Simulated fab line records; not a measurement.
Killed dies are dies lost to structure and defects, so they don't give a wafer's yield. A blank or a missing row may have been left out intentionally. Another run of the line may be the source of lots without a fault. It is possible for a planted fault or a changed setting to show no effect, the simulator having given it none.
Lot-split experiment + flow n5 finfet + route with 1938 steps; 7 lots, 21 wafers read

THE SPLIT ITSELF
At N5_BEOL_M7_EXPOSE_25 (exposes mask V6, target cd 40 nm), the setting dose mj was moved away from the recipe's 42.5 on 7 of the 21 wafers read, by -5.9% to +6.5%. This setting was run at the recipe's value on the other wafers.

FROM THE SPLIT TO THE READING: what the file shows between them, 2 steps
- N5_BEOL_M7_PEB_26: peb time 60 s
- N5_BEOL_M7_DEVELOP_27: develop time 30 s

THE READING
cd nm, in nm, at N5_BEOL_M7_CD_MEAS_28 (target cd 40 nm). A value of 39.87 nm with a standard deviation of 0.22 nm is what fault-free wafers of this fab line usually give.

| wafer  | tool, chamber at the split | dose mj as run | against the recipe | cd nm, nm | against lot-mates on the recipe |
|--------|----------------------------|----------------|--------------------|-----------|---------------------------------|
| L075.2 | euv scanner-01, 0          | 42.5           | recipe             | 39.88     | -                               |
| L075.3 | euv scanner-01, 0          | 42.5           | recipe             | 40.10     | -                               |
| L075.6 | euv scanner-01, 0          | 41.07          | -3.4%              | 38.92     | -1.07                           |
| L081.2 | euv scanner-01, 0          | 44.11          | +3.8%              | 40.51     | +0.90                           |
| L081.3 | euv scanner-01, 0          | 42.5           | recipe             | 39.61     | -                               |
| L081.6 | euv scanner-01, 0          | 44.11          | +3.8%              | 40.64     | +1.03                           |
| L082.2 | euv scanner-01, 0          | 42.5           | recipe             | 39.82     | -                               |
| L082.5 | euv scanner-01, 0          | 42.5           | recipe             | 39.55     | -                               |
| L082.6 | euv scanner-01, 0          | 42.5           | recipe             | 40.36     | -                               |
| L083.2 | euv scanner-01, 0          | 42.5           | recipe             | 39.82     | -                               |
| L083.3 | euv scanner-01, 0          | 42.5           | recipe             | 39.66     | -                               |
| L083.4 | euv scanner-01, 0          | 45.25          | +6.5%              | 41.08     | +1.34                           |
| L086.2 | euv scanner-01, 0          | 42.5           | recipe             | 39.93     | -                               |
| L086.3 | euv scanner-01, 0          | 42.5           | recipe             | 40.15     | -                               |
| L086.6 | euv scanner-01, 0          | 42.5           | recipe             | 39.81     | -                               |
| L089.1 | euv scanner-02, 0          | 44.65          | +5.1%              | 40.93     | +0.96                           |
| L089.5 | euv scanner-02, 0          | 42.5           | recipe             | 39.55     | -                               |
| L089.6 | euv scanner-02, 0          | 42.5           | recipe             | 40.39     | -                               |
| L093.1 | euv scanner-01, 0          | 42.5           | recipe             | 39.84     | -                               |
| L093.3 | euv scanner-01, 0          | 40             | -5.9%              | 38.74     | -1.10                           |
| L093.4 | euv scanner-01, 0          | 40             | -5.9%              | 38.19     | -1.65                           |

THE FIT
A straight line over all 21 wafers: cd nm changes by +0.217 nm for each +1% of dose mj; r = +0.93; the points scatter about the line by 0.26 nm.
The same after taking each lot's own level away (the mean of its wafers on the recipe; 21 wafers): +0.23 nm for each +1%; r = +0.95; scatter 0.24 nm.
The reading moves by 1.5 nm for the largest change in dose mj, on that fit.
The span of the lots' own levels, 39.610 to 39.990 nm, comes to 1.7 times the standard deviation stated above.
Consequently the slope shifts little with the lot-to-lot level, the two slopes agreeing.
Check: +1.51 nm against its lot-mates is what the line predicts for one of the wafers moved furthest among these (+6.5%) when that wafer is left out of the fit. Against them it came out at +1.34 nm.

OTHER SPLITS ON THESE WAFERS
Before the reading, these wafers also passed through other splits. Each is held against what the fit with the lots' levels taken away leaves over:
| other split on the same wafers | wafers away from the commonest value | r with cd nm (lot level and that fit taken away) |
|--------------------------------|--------------------------------------|--------------------------------------------------|
| N5_BEOL_M7_PECVD_70 time s     | 7                                    | +0.26                                            |
| N5_BEOL_M7_COAT_71 spin rpm    | 10                                   | +0.09                                            |

THE WHOLE CHAIN: every reading that the file lists as answering this split, in the file's order
| step                   | what it does                                                        | reading                                                        | change (the file's fit)               | r (the file's) |
|------------------------|---------------------------------------------------------------------|----------------------------------------------------------------|---------------------------------------|----------------|
| N5_BEOL_M7_CD_MEAS_28  | target cd 40 nm                                                     | cd nm                                                          | +0.226 nm for each +1% of the setting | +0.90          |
| N5_BEOL_M7_DESCUM_33   | chemistry O2, time 7 s                                              | BEOL_M7.cd nm (the simulator's own value, which no gauge read) | +0.195 nm for each +1% of the setting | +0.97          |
| N5_BEOL_M7_ETCH_66     | etches SOC in N2/H2, target depth 80 nm, overetch 16 nm, time 120 s | BEOL_M7.cd nm (the simulator's own value, which no gauge read) | +0.208 nm for each +1% of the setting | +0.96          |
| N5_BEOL_M7_VIA_ETCH_34 | etches SiCOH lowk in C4F6/O2, target depth 125.5 nm, time 50.5 s    | BEOL_M7.cd nm (the simulator's own value, which no gauge read) | +0.219 nm for each +1% of the setting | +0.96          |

FILE'S OWN FIT
cd nm changes by +0.226 nm for each +1% of dose mj, r = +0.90.
